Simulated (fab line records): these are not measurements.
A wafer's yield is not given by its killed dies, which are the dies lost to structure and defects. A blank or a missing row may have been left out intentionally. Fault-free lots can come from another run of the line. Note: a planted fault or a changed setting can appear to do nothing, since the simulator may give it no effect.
A struck lot beside a sound one | flow nand harc | 14 steps out of a route of 1159
Sound: these wafers, L921.1, L921.3, L921.5. Struck: wafer L915.5; the same lot's L915.6 was not struck, so it is left out; see the end for the cause.
Per side, at each step with rows, come the tool, then ch with its chambers, and then its first start. Under that, the readings that differ: sound wafers | struck wafers | difference of the means | sigmas: that difference in standard deviations of wafers without a fault.
alike: words and numbers the same on both sides, and readings whose means are apart by under 2 such deviations; not compared: readings that were withheld, readings missing a value for some wafer, numbers with overlapping values and no deviation given by the record, and bounds like >300 which may hide the same value.
Wherever a step has rows on one side only, a row that says differs or no value, or a row with sigmas, the two part there. Non-overlapping numbers with no deviation appear without sigmas and do not part them. A reading missing from all wafers of one side parts the sides only when that side holds two or more wafers.

first, 7 steps without rows for these wafers: NHARC_P_M1_COAT_34 (time 65 s); NHARC_P_M1_COAT_03 (resist thk 90 nm); NHARC_P_M1_SOFTBAKE_04 (time 55 s); NHARC_P_M1_EBR_05; NHARC_P_M1_EXPOSE_06 (exposes mask P M1, target cd 130 nm); NHARC_P_M1_PEB_07 (peb time 65 s); NHARC_P_M1_DEVELOP_08 (develop time 35 s).
NHARC_P_M1_CD_MEAS_09 targets a cd of 130 nm.
  sound on cd sem-03 ch 0, day 9 19:19; struck on cd sem-02 ch 0, day 8 12:24
  alike: cd nm
NHARC_P_M1_OVL_MEAS_10: pitch 260 nm.
  struck on overlay-01, day 8 12:29; sound on overlay-02, day 9 19:24
  reading           | sound          | struck | difference | sigmas
  overlay x nm (nm) | -0.4 -1.3 -0.8 | 1.8    | +2.6       | +3
  alike: overlay y nm
NHARC_P_M1_INSPECT_11:
  struck on defect inspect-01, day 8 12:31; sound on defect inspect-01, day 9 19:26
  alike: raw defect count
NHARC_P_M1_DESCUM_14: chemistry O2, time 3 s.
  sound on rie diel-08 ch 1,3, day 9 19:30; struck on rie diel-11 ch 0, day 8 12:37
  alike: drypump motor current A, oes product au, rf vpp V, showerhead plenum p Torr, throttle valve pct
  not compared: rf hours counter h
NHARC_P_M1_ETCH_35: etches the open film in N2/H2, target depth 40 nm, overetch 12 nm, time 43.94 s.
  sound on rie diel-08 ch 1,2,3, day 9 19:35; struck on rie diel-11 ch 2, day 8 12:41
  reading                | sound                | struck | difference | sigmas
  throttle valve pct (%) | 14.184 14.184 14.175 | 14.154 | -0.027     | -3
  alike: drypump motor current A, oes product au, rf vpp V, run length s, showerhead plenum p Torr
  not compared: rf hours counter h
NHARC_P_M1_ETCH_15: etches the open film in C4F8/Ar, target depth 182.5 nm, time 91.2 s.
  sound on rie diel-08 ch 1,2,3, day 9 19:41; struck on rie diel-11 ch 3, day 8 12:47
  reading          | sound             | struck | difference | sigmas
  run length s (s) | 112.0 112.2 112.0 | 100.7  | -11.4      | -21
  alike: oes product au, rf vpp V
  not compared: rf hours counter h
NHARC_P_M1_CD_MEAS_16:
  struck on cd sem-03, day 8 12:53; sound on cd sem-02, day 9 19:48
  alike: cd nm

WHERE THEY PART
Earliest at NHARC_P_M1_OVL_MEAS_10; latest, in this record, at NHARC_P_M1_ETCH_15. Later steps at which nothing parts them and some readings are alike: NHARC_P_M1_CD_MEAS_16.

WHY: whatever the simulator had introduced
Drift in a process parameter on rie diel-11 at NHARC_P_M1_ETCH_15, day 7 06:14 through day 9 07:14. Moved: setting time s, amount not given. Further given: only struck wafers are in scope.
